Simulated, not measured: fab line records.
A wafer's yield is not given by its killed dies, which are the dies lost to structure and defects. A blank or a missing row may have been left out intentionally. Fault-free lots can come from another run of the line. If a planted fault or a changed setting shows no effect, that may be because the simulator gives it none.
A struck lot beside a sound one	flow nand_harc	39 steps out of a route of 1159
Sound: the wafers L866.1, L866.2, L866.3. Struck: wafer L883.1. (L883.3, L883.6 of the same lot were not struck and are left out.) The cause comes at the end.
Order at every step that has rows: each side's tool, ch and its chambers, its first start. Under that, the readings that differ: sound wafers	struck wafers	difference of the means	sigmas: that difference in standard deviations of wafers without a fault.
alike: a reading whose means differ by less than 2 such deviations, as well as words and numbers matching on both sides. not compared: withheld readings; readings where some wafer has no value; bounds like >300 that might hide an equal value; numbers whose values overlap and for which the record gives no deviation.
The two part at a step that has a row with sigmas, a row that says differs or no value, or rows on one side only. Numbers that have no deviation but don't overlap get no sigmas and don't part them. Lack of a reading on every wafer of one side parts them only where that side has two or more wafers.

first, 10 steps without rows for these wafers: NHARC_A_CHANNEL_HOLE_D1_DEP_00 (deposits aC, target thk 3100 nm); NHARC_A_CHANNEL_HOLE_D1_DEP_01 (deposits SiON, target thk 140 nm); NHARC_A_CHANNEL_HOLE_D1_DEHYDRATE_02 (time 120 s); NHARC_A_CHANNEL_HOLE_D1_HMDS_03 (time 30 s); NHARC_A_CHANNEL_HOLE_D1_COAT_36 (time 75 s); NHARC_A_CHANNEL_HOLE_D1_COAT_37 (time 65 s); NHARC_A_CHANNEL_HOLE_D1_COAT_04 (resist thk 90 nm); NHARC_A_CHANNEL_HOLE_D1_SOFTBAKE_05 (time 55 s); NHARC_A_CHANNEL_HOLE_D1_EBR_06; NHARC_A_CHANNEL_HOLE_D1_EXPOSE_07 (exposes mask HOLE D1, target cd 100 nm).
NHARC_A_CHANNEL_HOLE_D1_PEB_08: peb time 65 s.
  sound on litho_track-06 ch 0, day 9 13:35; struck on litho_track-06 ch 0, day 13 15:07
  alike: exhaust_pa
then, 1 step without rows for these wafers: NHARC_A_CHANNEL_HOLE_D1_DEVELOP_09 (develop time 35 s).
NHARC_A_CHANNEL_HOLE_D1_CD_MEAS_10 targets a cd of 100 nm.
  sound on cd_sem-01 ch 0, day 9 13:40; struck on cd_sem-01 ch 0, day 13 15:12
reading	sound	struck	difference	sigmas
cd_nm (nm)	100.1 100.4 100.1	106.6	+6.4	+11
NHARC_A_CHANNEL_HOLE_D1_DESCUM_15: chemistry O2, time 3 s.
  sound on rie_diel-06 ch 1,2,3, day 9 13:52; struck on rie_diel-06 ch 1, day 13 15:24
reading	sound	struck	difference	sigmas
rf_hours_counter_h (h)	8 10 8	3	-6	
model.A_CHANNEL_HOLE_D1.cd_nm (nm)	99.8 100.1 99.81	106.2	+6.3	
  alike: drypump_motor_current_A, oes_product_au, rf_vpp_V, showerhead_plenum_p_Torr, throttle_valve_pct
then, 4 steps without rows for these wafers: NHARC_A_CHANNEL_HOLE_D1_ETCH_38 (etches the open film in CF4, target depth 39 nm, time 65 s); NHARC_A_CHANNEL_HOLE_D1_ETCH_39 (etches the open film in N2/H2, target depth 260 nm, time 325 s); NHARC_A_CHANNEL_HOLE_D1_ETCH_34 (etches the open film in CF4/CHF3, target depth 154 nm, time 77 s); NHARC_A_CHANNEL_HOLE_D1_ETCH_16 (etches the open film in O2/COS, target depth 3100 nm, time 806 s).
NHARC_A_CHANNEL_HOLE_D1_CD_MEAS_18:
  sound on cd_sem-01 at day 9 14:58; struck on cd_sem-01 at day 13 16:31
reading	sound	struck	difference	sigmas
cd_nm (nm)	97.7 100.8 100.1	104.4	+4.9	+2
then, 12 steps without rows for these wafers: NHARC_A_CHANNEL_HOLE_D1_ETCH_19 (etches the open film in C4F8/O2/Ar, time 34.5 s); NHARC_A_CHANNEL_HOLE_D1_ETCH_20 (etches the open film in C4F8/O2/Ar, time 361.9 s, target depth 1600 nm); NHARC_A_CHANNEL_HOLE_D1_ETCH_21 (etches the open film in C4F8/O2/Ar, time 514.3 s, target depth 1600 nm); NHARC_A_CHANNEL_HOLE_D1_ETCH_22 (etches the open film in C4F8/O2/Ar, time 666.7 s, target depth 1600 nm); NHARC_A_CHANNEL_HOLE_D1_ETCH_23 (etches the open film in C4F8/O2/Ar, time 819 s, target depth 1600 nm); NHARC_A_CHANNEL_HOLE_D1_ETCH_24 (etches the open film in C4F8/O2/Ar, time 906.2 s, target depth 1500 nm); NHARC_A_CHANNEL_HOLE_D1_ETCH_25 (etches the open film in C4F8/O2/Ar, time 1040.2 s, target depth 1500 nm); NHARC_A_CHANNEL_HOLE_D1_ETCH_26 (etches the open film in C4F8/O2/Ar, time 224.1 s, target depth 300 nm); NHARC_A_CHANNEL_HOLE_D1_ETCH_33 (etches the open film in C4F8/O2/Ar, time 90 s, target depth 400 nm); NHARC_A_CHANNEL_HOLE_D1_STRIP_41 (strips in N2/H2); NHARC_A_CHANNEL_HOLE_D1_STRIP_42 (strips in CF4/CHF3); NHARC_A_CHANNEL_HOLE_D1_STRIP_43 (strips in O2/COS).
NHARC_A_CHANNEL_HOLE_D1_ETCH_44: etches the open film in CF4/O2, target depth 140 nm, overetch 14 nm, time 77 s.
  sound on rie_diel-05 ch 0,1,3, day 9 20:06; struck on rie_diel-05 ch 1, day 13 21:22
reading	sound	struck	difference	sigmas
rf_hours_counter_h (h)	3 2 3	10	+7	
model.A_CHANNEL_HOLE_D1.cd_nm (nm)	90.41 91.14 88.42	94.53	+4.54	
  alike: drypump_motor_current_A, oes_o_777_au, oes_product_au, rf_vpp_V, showerhead_plenum_p_Torr, throttle_valve_pct
then, 3 steps without rows for these wafers: NHARC_A_CHANNEL_HOLE_D1_STRIP_27 (strips in O2); NHARC_A_CHANNEL_HOLE_D1_PRECLEAN_28 (cleans in SC1); NHARC_A_CHANNEL_HOLE_D1_SRD_29.
NHARC_A_CHANNEL_HOLE_D1_CD_MEAS_30:
  sound on cd_sem-02 at day 9 20:55; struck on cd_sem-01 at day 13 22:17
reading	sound	struck	difference	sigmas
cd_nm (nm)	90.6 91.9 89.1	95.1	+4.6	+3
NHARC_A_CHANNEL_HOLE_D1_XSEM_31:
  sound on xsem-01 ch 0, day 9 21:01; struck on xsem-01 ch 0, day 13 22:22
reading	sound	struck	difference	sigmas
bot_cd_nm (nm)	74.8 76.4 74.1	78.4	+3.3	+2
bow_nm (nm)	8.13 8.20 8.19	8.94	+0.77	+3
  alike: tilt_deg
-- break in the record here, with 11 days between the starts of the struck wafers on either side (left off in module A_CHANNEL_HOLE_D1, picked up again in module END, where the first step shown is number 1158 on the route) --
NHARC_END_WLT_00:
  sound on prober-01 at day 20 23:21; struck on prober-02 at day 24 14:20
  alike: VT_DECK1_BOTTOM, VT_DECK1_BOTTOM_INNER, VT_DECK1_MEDIAN_NEAR_BOTTOM, VT_DECK1_MEDIAN_NEAR_BOTTOM_INNER, VT_DECK1_MIDDLE, VT_DECK1_MIDDLE_INNER, VT_DECK1_TOP, VT_DECK1_TOP_INNER
NHARC_END_SORT_01:
  here the record holds rows for the struck wafers (prober-02 ch 0, day 24 17:20) but none for the sound ones

## WHERE THEY PART
Last at NHARC_END_SORT_01 as far as this record goes, first at NHARC_A_CHANNEL_HOLE_D1_CD_MEAS_10.

WHY: the cause the simulator had injected
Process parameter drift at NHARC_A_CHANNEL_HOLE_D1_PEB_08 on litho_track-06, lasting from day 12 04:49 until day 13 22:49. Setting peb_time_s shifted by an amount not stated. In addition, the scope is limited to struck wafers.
